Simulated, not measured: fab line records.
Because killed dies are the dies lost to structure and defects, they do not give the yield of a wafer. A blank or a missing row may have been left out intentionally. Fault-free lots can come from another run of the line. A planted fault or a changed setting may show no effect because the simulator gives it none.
fab line records	flow n5_finfet
record lots=24	wafers=72	last_day=18
route steps=1938 shown BEOL_M0_SAQP@698 BEOL_M0@715
lots with no fault: from the same line, run without faults
start_h: hours from the record's opening day to when the first of the lot's shown wafers began	wait_h: hours since the lot's step before	" as in the row above	L1.1+2: several wafers, shown together as one row	- either no value or no given start	* or withheld: withheld	< > ~ a bound
route shown NAME@n: a module of which the file shows steps, and the number in the route of the first	usual: mean and standard deviation over wafers with no fault	same: alike in all rows	chamber/n: place in a boat	sites: the reading at each site	_std_site: how widely they spread, as a standard deviation	_edge_site: mean of outer sites minus mean of inner sites	radius_mm: for every site, how far away it sits from the centre of the wafer	mask NAME#n: copy n	behind: tool/chamber where the wafer was last shaped	hold: why the lot was held/for how many hours/how that ended	device: which transistor (n, p or np) failed to switch	end of line: the route-end tests of the same wafers	a step given without rows: its recipe and nothing more	killed: count of dies lost to structure and defects at first sort (not the wafer's yield)	map: a wafer's dies, marking killed ones x, the rest . and places with no die _
set.NAME: the setting that was run; set.NAME@STEP: the one run at that earlier step	model.NAME: the simulator's own value behind a step, which no gauge read
route steps across a sampled set of lots; one table per step, one row per wafer
services: from which hour (start_h, from the record's first day; less than 0 if before it) a tool's chamber was out of use, for how many hours, and why
## steps
# step N5_BEOL_M0_SAQP_ALD_48
# recipe material=SiO2	target_thk_a=200	temp_c=100	ald_precursor_family=BDEAS	ald_co_reactant=O2-plasma	pulse_time_s=1	co_reactant_pulse_time_s=1	purge_time_s=2	co_reactant_purge_time_s=2	ald_cycles=139	pressure_torr=2
# usual heater_power_w=74/7.2	precursor_pulse_height_rel=1.000/0.019
lot.wafer	tool	chamber	start_h	wait_h	heater_power_w	precursor_pulse_height_rel
L075.1	ald_sin-01	2	122.93	0.0	73	1.035
L075.3	"	0	"	"	83	1.010
L075.6	"	0	"	"	86	1.017
L074.4	ald_sin-01	3	128.23	0.0	68	1.002
L074.5	"	1	"	"	70	1.013
L074.6	"	2	"	"	76	1.022
L076.3	ald_sin-04	0	128.58	0.1	60	0.989
L076.4	"	1	"	"	73	1.027
L076.6	"	0	"	"	60	0.972
L077.1	ald_sin-01	3	138.94	0.1	71	1.032
L077.2	"	0	"	"	84	0.963
L077.6	"	2	"	"	73	0.995
L078.3	ald_sin-01	3	142.18	0.0	72	1.032
L078.4	"	2	"	"	75	0.997
L078.5	"	0	"	"	84	0.981
L079.1	ald_sin-02	0	147.00	0.6	86	0.996
L079.4	"	3	"	"	73	0.991
L079.5	"	2	"	"	78	0.985
L080.2	ald_sin-02	3	150.94	0.2	73	1.011
L080.3	"	2	"	"	76	0.980
L080.5	"	3	"	"	72	1.005
L081.2	ald_sin-04	2	153.49	0.0	81	0.977
L081.3	"	1	"	"	73	1.044
L081.6	"	2	"	"	79	1.001
L082.1	ald_sin-01	3	164.09	1.0	69	1.009
L082.4	"	1	"	"	72	1.008
L082.5	"	3	"	"	70	0.990
L083.1	ald_sin-04	2	175.20	0.0	81	1.005
L083.3	"	1	"	"	75	1.029
L083.4	"	0	"	"	60	0.983
L084.1	ald_sin-04	0	182.55	0.4	61	0.995
L084.3	"	1	"	"	74	0.981
L084.6	"	0	"	"	61	1.023
L085.1	ald_sin-04	3	192.27	0.0	78	0.988
L085.4	"	2	"	"	79	0.975
L085.5	"	0	"	"	61	1.012
L086.3	ald_sin-01	2	198.44	0.5	76	1.012
L086.5	"	2	"	"	75	0.987
L086.6	"	3	"	"	70	0.999
L087.1	ald_sin-02	0	202.41	0.0	87	1.033
L087.3	"	3	"	"	75	1.005
L087.5	"	0	"	"	89	1.026
L088.2	ald_sin-04	3	202.81	0.0	79	1.006
L088.3	"	0	"	"	63	1.032
L088.4	"	2	"	"	83	0.964
L089.2	ald_sin-02	3	207.63	0.0	75	0.991
L089.3	"	0	"	"	85	0.987
L089.4	"	2	"	"	79	1.015
L090.1	ald_sin-01	1	216.59	0.3	71	0.994
L090.3	"	0	"	"	86	1.034
L090.4	"	3	"	"	70	0.982
L091.3	ald_sin-01	3	217.09	0.3	69	0.992
L091.4	"	0	"	"	86	1.013
L091.5	"	2	"	"	76	1.026
L093.1	ald_sin-01	2	253.79	0.4	75	1.000
L093.4	"	3	"	"	70	1.008
L093.5	"	3	"	"	69	1.002
L092.4	ald_sin-02	1	254.16	0.1	66	0.981
L092.5	"	2	"	"	78	1.001
L092.6	"	1	"	"	64	0.974
L094.1	ald_sin-01	0	256.17	0.0	83	0.981
L094.2	"	2	"	"	76	0.972
L094.4	"	3	"	"	70	0.997
L095.2	ald_sin-02	1	256.31	0.1	67	0.988
L095.3	"	0	"	"	85	1.035
L095.6	"	1	"	"	66	0.992
L097.2	ald_sin-04	3	256.71	0.0	77	1.024
L097.3	"	0	"	"	59	1.017
L097.5	"	1	"	"	73	1.031
L096.3	ald_sin-01	3	257.34	0.4	72	0.988
L096.4	"	1	"	"	72	1.020
L096.5	"	3	"	"	70	1.013
# step N5_BEOL_M0_ETCH_138
# recipe chemistry=CH3F/O2	target_depth_a=120	target=SiCN	time_s=31.6	ion_energy_ev=120	pressure_mtorr=30	source_w=395	bias_w=75	Ar_flow_sccm=150	CH3F_flow_sccm=30	O2_flow_sccm=20	ends=cleared
# usual drypump_motor_current_A=5.7/0.47	etch_rf_on_time_s=29.5/0.8	oes_product_au=0.65/0.071	rf_vpp_V=298.4/1.2	showerhead_plenum_p_Torr=2.05/0.041	throttle_valve_pct=16.29/0.24
lot.wafer	tool	chamber	start_h	wait_h	drypump_motor_current_A	etch_rf_on_time_s	oes_product_au	rf_hours_counter_h	rf_vpp_V	showerhead_plenum_p_Torr	throttle_valve_pct
L075.1	rie_diel-01	1	124.25	0.0	5.7	29.5	0.68	88	298.7	2.10	16.14
L075.3	"	2	"	"	5.2	31.0	0.59	239	298.7	2.06	16.83
L075.6	"	3	"	"	6.2	29.3	0.63	-	297.9	2.07	16.32
L074.4	rie_diel-05	0	129.54	0.0	6.4	29.7	0.62	185	297.3	2.07	16.13
L074.5	"	3	"	"	5.7	30.9	0.58	-	296.4	1.98	16.72
L074.6	"	2	"	"	5.9	29.9	0.60	-	298.7	2.05	16.52
L076.3	rie_diel-05	0	130.23	0.0	6.4	29.0	0.62	186	298.2	2.07	16.13
L076.4	"	2	"	"	5.9	29.8	0.60	230	298.0	2.05	16.53
L076.6	"	1	"	"	5.1	29.0	0.67	-	296.7	1.99	15.86
L077.1	rie_diel-01	1	140.45	0.0	5.7	29.0	0.68	93	298.8	2.10	16.19
L077.2	"	3	"	"	6.3	28.4	0.64	193	297.8	2.07	16.34
L077.6	"	2	"	"	5.2	30.1	0.58	-	297.6	2.06	16.84
L078.3	rie_diel-01	1	143.50	0.0	5.7	28.7	0.68	94	297.8	2.10	16.16
L078.4	"	0	"	"	6.4	29.5	0.64	168	299.7	2.09	16.25
L078.5	"	1	"	"	5.7	29.6	0.67	-	300.7	2.10	16.16
L079.1	rie_diel-05	3	148.36	0.0	5.7	29.4	0.59	232	295.5	1.98	16.70
L079.4	"	2	"	"	5.9	30.8	0.60	235	298.5	2.05	16.54
L079.5	"	0	"	"	6.4	29.7	0.61	-	298.5	2.07	16.11
L080.2	rie_diel-01	1	152.43	0.0	5.7	28.9	0.67	97	300.7	2.10	16.16
L080.3	"	0	"	"	6.4	28.4	0.63	171	299.7	2.09	16.28
L080.5	"	0	"	"	6.3	29.6	0.63	-	299.4	2.09	16.25
L081.2	rie_diel-05	0	154.71	0.0	6.4	29.3	0.61	194	298.2	2.07	16.15
L081.3	"	2	"	"	5.9	27.9	0.60	237	298.4	2.05	16.52
L081.6	"	1	"	"	5.1	29.9	0.66	-	297.1	1.99	15.88
L082.1	rie_diel-05	3	165.89	0.0	5.7	28.7	0.58	236	297.0	1.98	16.74
L082.4	"	0	"	"	6.4	29.3	0.60	197	298.5	2.07	16.14
L082.5	"	0	"	"	6.4	29.2	0.61	-	299.4	2.07	16.13
L083.1	rie_diel-05	1	176.51	0.0	5.1	29.1	0.65	138	298.3	1.98	15.88
L083.3	"	3	"	"	5.7	29.9	0.58	240	298.3	1.98	16.74
L083.4	"	2	"	"	5.9	30.4	0.60	242	298.3	2.04	16.54
L084.1	rie_diel-01	0	183.73	0.0	6.3	29.1	0.63	185	300.0	2.08	16.30
L084.3	"	3	"	"	6.3	28.8	0.62	212	299.1	2.06	16.36
L084.6	"	3	"	"	6.3	29.6	0.62	-	298.3	2.06	16.36
L085.1	rie_diel-01	0	193.64	0.0	6.4	29.2	0.62	189	299.2	2.08	16.30
L085.4	"	1	"	"	5.7	28.6	0.66	115	300.8	2.09	16.18
L085.5	"	3	"	"	6.3	29.4	0.61	-	298.6	2.06	16.36
L086.3	rie_diel-01	2	199.63	0.0	5.2	29.4	0.80	9	299.4	2.05	16.37
L086.5	"	2	"	"	5.2	29.6	0.80	-	298.3	2.05	16.37
L086.6	"	1	"	"	5.7	30.0	0.65	-	299.7	2.09	16.18
L087.1	rie_diel-03	2	203.99	0.0	5.3	28.2	0.59	233	298.2	2.08	16.29
L087.3	"	0	"	"	5.9	28.4	0.74	39	298.6	2.13	16.18
L087.5	"	3	"	"	5.2	29.8	0.58	-	299.1	2.06	16.35
L088.2	rie_diel-03	2	204.28	0.0	5.3	28.4	0.58	233	299.7	2.08	16.29
L088.3	"	3	"	"	5.2	30.4	0.59	207	298.1	2.06	16.34
L088.4	"	1	"	"	5.3	30.7	0.72	47	298.7	2.04	16.30
L089.2	rie_diel-05	3	208.95	0.0	5.7	29.6	0.57	250	295.0	1.97	16.75
L089.3	"	0	"	"	6.4	29.7	0.60	211	297.5	2.06	16.18
L089.4	"	0	"	"	6.4	29.6	0.60	-	299.5	2.06	16.16
L090.1	rie_diel-05	1	217.78	0.0	5.1	29.0	0.64	152	298.3	1.98	15.92
L090.3	"	2	"	"	6.0	29.2	0.84	0	299.6	2.04	16.11
L090.4	"	1	"	"	5.1	29.7	0.63	-	296.2	1.98	15.92
L091.3	rie_diel-05	2	218.47	0.0	5.9	28.7	0.83	1	298.8	2.04	16.10
L091.4	"	1	"	"	5.1	30.6	0.64	-	296.6	1.98	15.90
L091.5	"	2	"	"	6.0	29.4	0.83	-	299.0	2.04	16.12
L093.1	rie_diel-05	1	255.38	0.0	5.1	28.9	0.64	168	297.9	1.98	15.95
L093.4	"	3	"	"	5.7	27.6	0.83	7	296.2	1.97	16.29
L093.5	"	3	"	"	5.7	28.1	0.81	-	295.0	1.97	16.28
L092.4	rie_diel-03	1	255.66	0.0	5.4	30.3	0.70	-	298.7	2.04	16.34
L092.5	"	0	"	"	5.8	29.3	0.72	-	299.3	2.12	16.22
L092.6	"	3	"	"	5.3	31.5	0.57	-	297.1	2.05	16.39
L095.2	rie_diel-03	3	257.81	0.0	5.3	29.1	0.57	226	297.7	2.05	16.38
L095.3	"	1	"	"	5.3	28.6	0.70	67	297.9	2.04	16.31
L095.6	"	0	"	"	5.8	29.1	0.73	-	300.6	2.12	16.23
L094.1	rie_diel-01	1	257.82	0.0	5.7	29.6	0.63	142	299.0	2.08	16.25
L094.2	"	0	"	"	6.4	29.1	0.61	216	299.1	2.07	16.34
L094.4	"	1	"	"	5.7	29.8	0.64	-	298.5	2.08	16.25
L097.2	rie_diel-03	3	258.09	0.0	5.3	29.6	0.57	226	299.3	2.05	16.37
L097.3	"	0	"	"	5.8	28.9	0.72	59	299.8	2.12	16.23
L097.5	"	0	"	"	5.8	28.3	0.72	-	299.3	2.12	16.23
L096.3	rie_diel-03	0	258.56	0.0	5.9	29.1	0.73	59	300.2	2.12	16.23
L096.4	"	0	"	"	5.9	30.3	0.72	-	299.7	2.12	16.21
L096.5	"	1	"	"	5.3	31.1	0.70	-	297.7	2.04	16.32
# step N5_BEOL_M0_STRIP_104
# recipe chemistry=N2/H2	power_w=450	temp_c=40	pressure_mtorr=20	rf_frequency_hz=6e+07	overash_fraction=0.3	bias_power_w=7	h2_frac=0.5	n2_flow_sccm=200	h2_flow_sccm=200
# usual drypump_motor_current_A=5.7/0.45	oes_product_au=0.76/0.084	rf_vpp_V=59.3/1.6	showerhead_plenum_p_Torr=2.61/0.053	throttle_valve_pct=23.65/0.3
lot.wafer	tool	chamber	start_h	wait_h	drypump_motor_current_A	oes_product_au	rf_hours_counter_h	rf_vpp_V	showerhead_plenum_p_Torr	throttle_valve_pct
L075.1	rie_diel-03	1	125.19	0.0	5.3	0.94	18	62.1	2.58	23.42
L075.3	"	2	"	"	5.3	0.69	200	61.1	2.64	23.58
L075.6	"	2	"	"	5.3	0.69	-	58.8	2.64	23.60
L074.4	rie_diel-05	1	132.26	0.0	5.1	0.78	124	59.6	2.53	23.31
L074.5	"	3	"	"	5.7	0.69	-	61.1	2.52	24.35
L074.6	"	0	"	"	6.4	0.73	-	58.8	2.63	23.48
L076.3	rie_diel-05	1	132.35	0.0	5.0	0.77	124	61.9	2.53	23.33
L076.4	"	3	"	"	5.6	0.68	227	61.2	2.52	24.36
L076.6	"	2	"	"	6.0	0.69	-	61.1	2.61	23.88
L077.1	rie_diel-05	1	144.75	0.0	5.1	0.77	128	58.7	2.53	23.29
L077.2	"	0	"	"	6.4	0.72	190	60.8	2.62	23.49
L077.6	"	2	"	"	6.0	0.70	-	57.5	2.61	23.89
L078.3	rie_diel-01	2	144.77	0.0	5.2	0.67	246	60.1	2.59	23.96
L078.4	"	0	"	"	6.3	0.76	168	58.3	2.63	23.45
L078.5	"	3	"	"	6.3	0.74	-	61.1	2.61	23.25
L079.1	rie_diel-05	2	148.85	0.0	5.9	0.70	235	59.8	2.61	23.88
L079.4	"	3	"	"	5.7	0.67	232	55.1	2.52	24.35
L079.5	"	1	"	"	5.1	0.77	-	60.1	2.53	23.29
L080.2	rie_diel-01	0	154.16	0.0	6.4	0.75	171	59.6	2.62	23.48
L080.3	"	3	"	"	6.3	0.74	198	61.0	2.61	23.27
L080.5	"	0	"	"	6.4	0.76	-	61.5	2.62	23.47
L081.2	rie_diel-03	3	157.58	0.0	5.2	0.70	191	59.0	2.64	23.87
L081.3	"	1	"	"	5.4	0.89	30	57.5	2.58	23.41
L081.6	"	2	"	"	5.3	0.68	-	58.9	2.63	23.65
L082.1	rie_diel-05	1	167.62	0.0	5.1	0.76	136	60.2	2.53	23.33
L082.4	"	2	"	"	5.9	0.69	240	59.9	2.61	23.88
L082.5	"	1	"	"	5.1	0.78	-	62.1	2.53	23.38
L083.1	rie_diel-05	3	177.77	0.0	5.7	0.67	240	58.7	2.51	24.37
L083.3	"	1	"	"	5.1	0.74	138	58.4	2.53	23.30
L083.4	"	2	"	"	6.0	0.68	243	59.6	2.61	23.89
L084.1	rie_diel-01	0	186.50	0.0	6.4	0.74	186	61.1	2.62	23.46
L084.3	"	1	"	"	5.7	0.77	112	57.7	2.69	23.77
L084.6	"	2	"	"	5.2	0.96	-	55.7	2.59	23.57
L085.1	rie_diel-01	2	195.62	0.0	5.2	0.97	8	61.9	2.58	23.55
L085.4	"	1	"	"	5.7	0.79	115	60.4	2.69	23.76
L085.5	"	0	"	"	6.4	0.74	-	61.4	2.62	23.48
L086.3	rie_diel-03	1	200.05	0.0	5.4	0.86	46	57.0	2.57	23.44
L086.5	"	0	"	"	5.9	0.89	-	60.0	2.69	23.41
L086.6	"	3	"	"	5.2	0.69	-	58.2	2.64	23.92
L087.1	rie_diel-01	3	204.49	0.0	6.3	0.72	220	58.0	2.60	23.32
L087.3	"	1	"	"	5.7	0.75	119	61.4	2.68	23.79
L087.5	"	2	"	"	5.2	0.95	-	60.1	2.58	23.59
L088.2	rie_diel-03	0	204.67	0.0	5.9	0.90	40	60.9	2.69	23.45
L088.3	"	1	"	"	5.4	0.84	48	59.8	2.57	23.43
L088.4	"	3	"	"	5.3	0.68	207	59.9	2.63	23.89
L089.2	rie_diel-05	0	209.26	0.0	6.5	0.70	211	58.5	2.62	23.53
L089.3	"	3	"	"	5.7	0.66	250	58.0	2.51	24.37
L089.4	"	1	"	"	5.1	0.76	-	57.2	2.52	23.36
L090.1	rie_diel-03	2	218.14	0.0	5.3	0.67	238	60.6	2.62	23.66
L090.3	"	3	"	"	5.3	0.68	212	57.8	2.63	23.91
L090.4	"	0	"	"	5.9	0.89	44	58.3	2.69	23.48
L091.3	rie_diel-01	3	222.33	0.0	6.3	0.71	226	60.6	2.60	23.31
L091.4	"	0	"	"	6.4	0.72	200	58.6	2.61	23.52
L091.5	"	2	"	"	5.2	0.93	-	58.4	2.58	23.58
L093.1	rie_diel-03	3	255.72	0.0	5.2	0.70	225	61.8	2.63	23.93
L093.4	"	3	"	"	5.2	0.69	-	59.8	2.63	23.97
L093.5	"	1	"	"	5.3	0.82	-	57.0	2.56	23.47
L092.4	rie_diel-03	1	255.94	0.0	5.3	0.83	-	57.8	2.56	23.47
L092.5	"	0	"	"	5.9	0.86	-	57.1	2.68	23.49
L092.6	"	3	"	"	5.2	0.68	-	60.5	2.63	23.92
L095.2	rie_diel-05	2	258.10	0.0	6.0	0.89	18	58.9	2.60	23.60
L095.3	"	3	"	"	5.7	0.94	9	58.4	2.51	23.99
L095.6	"	0	"	"	6.4	0.69	-	58.2	2.61	23.56
L094.1	rie_diel-03	3	260.64	0.0	5.2	0.67	227	60.4	2.62	23.92
L094.2	"	1	"	"	5.3	0.82	68	58.8	2.56	23.47
L094.4	"	3	"	"	5.2	0.68	-	58.9	2.62	23.92
L097.2	rie_diel-03	0	260.73	0.0	5.9	0.86	60	57.5	2.68	23.48
L097.3	"	3	"	"	5.3	0.68	227	58.3	2.62	23.93
L097.5	"	1	"	"	5.3	0.82	-	58.0	2.56	23.46
L096.3	rie_diel-03	3	260.79	0.0	5.2	0.68	227	59.8	2.62	23.93
L096.4	"	3	"	"	5.2	0.68	-	60.8	2.62	23.95
L096.5	"	0	"	"	5.9	0.85	-	58.3	2.68	23.46
# step N5_BEOL_M0_DEGAS_112
# recipe ambient=vacuum	temp_c=250	time_s=60
# usual heater_power_w=346/28
lot.wafer	tool	chamber	start_h	wait_h	heater_power_w
L075.1	pvd_sputter-02	-	126.72	0.5	360
L075.3	"	-	"	"	313
L075.6	"	-	"	"	346
L074.4	pvd_sputter-02	-	133.20	0.2	314
L074.5	"	-	"	"	368
L074.6	"	-	"	"	347
L076.3	pvd_sputter-01	-	133.31	0.2	338
L076.4	"	-	"	"	398
L076.6	"	-	"	"	389
L077.1	pvd_sputter-02	-	145.76	0.4	353
L077.2	"	-	"	"	317
L077.6	"	-	"	"	311
L078.3	pvd_sputter-03	-	145.77	0.3	355
L078.4	"	-	"	"	373
L078.5	"	-	"	"	328
L079.1	pvd_sputter-03	-	150.61	0.0	319
L079.4	"	-	"	"	295
L079.5	"	-	"	"	366
L080.2	pvd_sputter-01	-	155.01	0.3	379
L080.3	"	-	"	"	388
L080.5	"	-	"	"	342
L081.2	pvd_sputter-01	-	161.60	1.7	388
L081.3	"	-	"	"	340
L081.6	"	-	"	"	348
L082.1	pvd_sputter-03	-	168.84	0.6	365
L082.4	"	-	"	"	294
L082.5	"	-	"	"	288
L083.1	pvd_sputter-03	-	178.74	0.5	345
L083.3	"	-	"	"	353
L083.4	"	-	"	"	285
L084.1	pvd_sputter-02	-	187.81	0.5	308
L084.3	"	-	"	"	367
L084.6	"	-	"	"	357
L085.1	pvd_sputter-03	-	196.91	0.3	347
L085.4	"	-	"	"	347
L085.5	"	-	"	"	290
L086.3	pvd_sputter-03	-	202.69	2.1	293
L086.5	"	-	"	"	373
L086.6	"	-	"	"	325
L087.1	pvd_sputter-01	-	205.92	0.0	342
L087.3	"	-	"	"	368
L087.5	"	-	"	"	371
L088.2	pvd_sputter-01	-	206.00	0.0	386
L088.3	"	-	"	"	348
L088.4	"	-	"	"	371
L089.2	pvd_sputter-01	-	210.11	0.3	387
L089.3	"	-	"	"	348
L089.4	"	-	"	"	371
L090.1	pvd_sputter-01	-	218.78	0.0	356
L090.3	"	-	"	"	387
L090.4	"	-	"	"	340
L091.3	pvd_sputter-02	-	223.38	0.5	365
L091.4	"	-	"	"	314
L091.5	"	-	"	"	301
L093.1	pvd_sputter-01	-	256.35	0.0	343
L093.4	"	-	"	"	393
L093.5	"	-	"	"	374
L092.4	pvd_sputter-01	-	256.68	0.1	356
L092.5	"	-	"	"	384
L092.6	"	-	"	"	345
L095.2	pvd_sputter-01	-	259.04	0.4	350
L095.3	"	-	"	"	340
L095.6	"	-	"	"	349
L094.1	pvd_sputter-03	-	262.49	0.8	336
L094.2	"	-	"	"	351
L094.4	"	-	"	"	286
L097.2	pvd_sputter-03	-	262.61	0.5	280
L097.3	"	-	"	"	357
L097.5	"	-	"	"	366
L096.3	pvd_sputter-02	-	262.71	0.5	316
L096.4	"	-	"	"	309
L096.5	"	-	"	"	324
# step N5_BEOL_M0_SPUTTER_116
# recipe material=Cu	target_thk_a=40	temp_c=-20	chamber_pressure_pa=0.07	power_w=withheld	time_s=7.37
# usual throttle_valve_pct=30.2/1
lot.wafer	tool	chamber	start_h	wait_h	throttle_valve_pct
L075.1	pvd_sputter-02	-	127.68	0.1	30.7
L075.3	"	-	"	"	31.4
L075.6	"	-	"	"	31.1
L076.3	pvd_sputter-02	-	134.15	0.1	31.1
L076.4	"	-	"	"	31.3
L076.6	"	-	"	"	29.6
L074.4	pvd_sputter-02	-	134.59	0.4	30.9
L074.5	"	-	"	"	30.9
L074.6	"	-	"	"	29.6
L078.3	pvd_sputter-03	-	146.57	0.2	31.3
L078.4	"	-	"	"	31.4
L078.5	"	-	"	"	29.1
L077.1	pvd_sputter-02	-	146.60	0.1	29.4
L077.2	"	-	"	"	31.0
L077.6	"	-	"	"	31.0
L079.1	pvd_sputter-02	-	151.10	0.1	29.6
L079.4	"	-	"	"	31.3
L079.5	"	-	"	"	30.9
L080.2	pvd_sputter-01	-	157.25	1.6	28.5
L080.3	"	-	"	"	31.1
L080.5	"	-	"	"	28.6
L081.2	pvd_sputter-01	-	162.46	0.3	28.8
L081.3	"	-	"	"	31.2
L081.6	"	-	"	"	29.6
L082.1	pvd_sputter-02	-	169.59	0.2	31.1
L082.4	"	-	"	"	29.5
L082.5	"	-	"	"	31.1
L083.1	pvd_sputter-01	-	181.07	1.7	29.0
L083.3	"	-	"	"	31.3
L083.4	"	-	"	"	28.7
L084.1	pvd_sputter-03	-	188.45	0.1	29.0
L084.3	"	-	"	"	31.3
L084.6	"	-	"	"	31.7
L085.1	pvd_sputter-02	-	198.50	0.2	31.2
L085.4	"	-	"	"	31.2
L085.5	"	-	"	"	31.0
L086.3	pvd_sputter-03	-	203.63	0.1	31.2
L086.5	"	-	"	"	31.5
L086.6	"	-	"	"	28.5
L088.2	pvd_sputter-02	-	207.12	0.1	31.3
L088.3	"	-	"	"	30.9
L088.4	"	-	"	"	29.7
L087.1	pvd_sputter-02	-	207.66	0.6	31.0
L087.3	"	-	"	"	29.6
L087.5	"	-	"	"	31.1
L089.2	pvd_sputter-02	-	211.92	0.2	31.0
L089.3	"	-	"	"	31.1
L089.4	"	-	"	"	30.8
L090.1	pvd_sputter-01	-	221.09	1.6	28.6
L090.3	"	-	"	"	28.8
L090.4	"	-	"	"	29.8
L091.3	pvd_sputter-03	-	223.93	0.1	31.6
L091.4	"	-	"	"	29.4
L091.5	"	-	"	"	31.5
L093.1	pvd_sputter-01	-	257.09	0.1	31.0
L093.4	"	-	"	"	28.7
L093.5	"	-	"	"	29.0
L092.4	pvd_sputter-01	-	257.61	0.2	28.9
L092.5	"	-	"	"	31.1
L092.6	"	-	"	"	29.2
L095.2	pvd_sputter-01	-	259.62	0.1	29.0
L095.3	"	-	"	"	29.5
L095.6	"	-	"	"	31.0
L094.1	pvd_sputter-03	-	263.29	0.1	31.4
L094.2	"	-	"	"	31.3
L094.4	"	-	"	"	28.9
L097.2	pvd_sputter-03	-	263.77	0.5	28.7
L097.3	"	-	"	"	31.5
L097.5	"	-	"	"	28.6
L096.3	pvd_sputter-01	-	264.49	0.4	28.9
L096.4	"	-	"	"	31.2
L096.5	"	-	"	"	29.0
# step N5_BEOL_M0_SPUTTER_134
# recipe material=Cu	target_thk_a=40	temp_c=-20	chamber_pressure_pa=0.07	power_w=withheld	time_s=7.37
# usual throttle_valve_pct=30.2/1.1
lot.wafer	tool	chamber	start_h	wait_h	throttle_valve_pct
L075.1	pvd_sputter-02	-	127.92	0.0	30.9
L075.3	"	-	"	"	31.1
L075.6	"	-	"	"	31.0
L076.3	pvd_sputter-02	-	134.39	0.0	31.2
L076.4	"	-	"	"	31.4
L076.6	"	-	"	"	29.7
L074.4	pvd_sputter-02	-	134.83	0.0	30.9
L074.5	"	-	"	"	30.9
L074.6	"	-	"	"	29.6
L078.3	pvd_sputter-03	-	146.81	0.0	31.5
L078.4	"	-	"	"	31.6
L078.5	"	-	"	"	29.3
L077.1	pvd_sputter-02	-	146.84	0.0	29.5
L077.2	"	-	"	"	30.9
L077.6	"	-	"	"	31.0
L079.1	pvd_sputter-02	-	151.34	0.0	29.5
L079.4	"	-	"	"	31.3
L079.5	"	-	"	"	30.9
L080.2	pvd_sputter-01	-	157.49	0.0	28.9
L080.3	"	-	"	"	31.0
L080.5	"	-	"	"	29.0
L081.2	pvd_sputter-01	-	162.70	0.0	28.6
L081.3	"	-	"	"	31.1
L081.6	"	-	"	"	29.7
L082.1	pvd_sputter-02	-	169.83	0.0	31.3
L082.4	"	-	"	"	29.4
L082.5	"	-	"	"	31.3
L083.1	pvd_sputter-01	-	181.31	0.0	29.0
L083.3	"	-	"	"	31.0
L083.4	"	-	"	"	28.6
L084.1	pvd_sputter-03	-	188.69	0.0	28.7
L084.3	"	-	"	"	31.3
L084.6	"	-	"	"	31.5
L085.1	pvd_sputter-02	-	198.74	0.0	31.0
L085.4	"	-	"	"	31.1
L085.5	"	-	"	"	30.9
L086.3	pvd_sputter-03	-	203.90	0.0	31.4
L086.5	"	-	"	"	31.8
L086.6	"	-	"	"	29.0
L088.2	pvd_sputter-02	-	207.36	0.0	31.0
L088.3	"	-	"	"	30.9
L088.4	"	-	"	"	29.8
L087.1	pvd_sputter-02	-	207.90	0.0	30.9
L087.3	"	-	"	"	29.3
L087.5	"	-	"	"	31.0
L089.2	pvd_sputter-02	-	212.16	0.0	31.3
L089.3	"	-	"	"	31.5
L089.4	"	-	"	"	31.2
L090.1	pvd_sputter-01	-	221.33	0.0	28.8
L090.3	"	-	"	"	29.1
L090.4	"	-	"	"	29.4
L091.3	pvd_sputter-03	-	224.17	0.0	31.5
L091.4	"	-	"	"	29.3
L091.5	"	-	"	"	31.5
L093.1	pvd_sputter-01	-	257.33	0.0	31.2
L093.4	"	-	"	"	28.6
L093.5	"	-	"	"	28.6
L092.4	pvd_sputter-01	-	257.85	0.0	28.8
L092.5	"	-	"	"	31.1
L092.6	"	-	"	"	29.5
L095.2	pvd_sputter-01	-	259.86	0.0	29.0
L095.3	"	-	"	"	29.4
L095.6	"	-	"	"	31.0
L094.1	pvd_sputter-03	-	263.53	0.0	31.5
L094.2	"	-	"	"	31.3
L094.4	"	-	"	"	28.8
L097.2	pvd_sputter-03	-	264.01	0.0	28.7
L097.3	"	-	"	"	31.7
L097.5	"	-	"	"	28.8
L096.3	pvd_sputter-01	-	264.73	0.0	28.8
L096.4	"	-	"	"	31.4
L096.5	"	-	"	"	28.8
## services
tool	chamber	start_h	hours	kind
rie_diel-01	2	108.98	7.7	repair
ald_sin-02	2	121.45	4.9	repair
pvd_sputter-01	-	129.13	1.9	repair
rie_diel-03	0	131.31	33.0	repair
pvd_sputter-03	-	135.52	1.7	repair
rie_diel-03	1	139.08	7.7	repair
ald_sin-04	0	146.68	3.8	repair
rie_diel-05	-	156.32	4.3	pm
pvd_sputter-03	-	172.58	5.0	repair
ald_sin-02	-	174.76	6.0	pm
rie_diel-01	1	182.08	1.6	repair
ald_sin-02	3	194.15	5.0	repair
rie_diel-05	2	202.05	-	clean
rie_diel-05	2	202.05	-	consumable_replace:focus_ring
rie_diel-05	2	202.05	14.4	scheduled_down
rie_diel-05	2	202.05	14.4	vent_cycle
ald_sin-04	-	211.43	6.0	pm
rie_diel-05	3	216.48	-	clean
rie_diel-05	3	216.48	-	consumable_replace:focus_ring
rie_diel-05	3	216.48	20.3	scheduled_down
rie_diel-05	3	216.48	20.3	vent_cycle
rie_diel-05	-	228.13	0.4	repair
rie_diel-01	3	235.05	61.9	repair
ald_sin-02	-	241.76	2.7	repair
## key
fault none
